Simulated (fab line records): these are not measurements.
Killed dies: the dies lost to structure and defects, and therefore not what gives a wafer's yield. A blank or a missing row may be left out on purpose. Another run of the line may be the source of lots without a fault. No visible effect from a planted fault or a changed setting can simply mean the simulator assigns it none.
Chamber matching	flow n5_finfet	3 sister chambers for N5_BEOL_M10_DEP_56 on pecvd-03
The step deposits SiCN from 3MS/NH3, target thk 15 nm, time 26.5 s. 14 wafers are shown with their chamber, then 7 later ones without.

EACH WAFER AND ITS CHAMBER
wafer	chamber	showerhead_plenum_p_Torr (Torr)	throttle_valve_pct (%)
L074.1	2	3.647	8.8
L074.4	1	3.675	8.9
L074.5	0	3.657	9.7
L079.3	0	3.660	9.4
L079.4	0	3.657	9.5
L079.6	2	3.642	9.0
L084.2	1	3.682	8.8
L084.4	1	3.669	9.0
L084.5	2	3.646	9.3
L089.1	1	3.676	9.0
L089.5	2	3.650	9.2
L089.6	1	3.674	8.7
L091.2	1	3.676	9.1
L091.5	0	3.655	9.8

SIGNATURES, as means of the wafers listed above
reading	chamber 0	chamber 1	chamber 2	scatter within a chamber
showerhead_plenum_p_Torr	3.65725	3.67533	3.64625	0.00348
throttle_valve_pct	9.600	8.917	9.075	0.18
Rule: distance of a wafer from a chamber = root of the sum over the readings of ((wafer's reading minus chamber's mean) / reading's scatter) squared. If the next closest chamber is less than 2 further off than the closest, the wafer can't be placed; otherwise it belongs to the closest. The scatter: the root of (the sum of the squares of (reading less its chamber's mean) over the shown wafers, divided by (wafers less chambers)).

WAFERS MISSING THEIR CHAMBER
wafer	showerhead_plenum_p_Torr (Torr)	throttle_valve_pct (%)
L091.6	3.650	9.3
L092.1	3.642	9.2
L092.2	3.663	9.9
L092.4	3.670	9.6
L096.1	3.661	9.5
L096.4	3.679	8.9
L096.5	3.639	8.9

CHAMBER TAKEN BY EACH
wafer	from the rows above	in truth
L091.6	can't be placed: 2 or 0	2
L092.1	2	2
L092.2	0	0
L092.4	can't be placed: 0 or 1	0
L096.1	0	0
L096.4	1	1
L096.5	2	2
Correct placement for 5 of the 7. Can't be placed from these rows: 2 (the true chamber is among the candidates in 2). Number placed wrongly: 0.
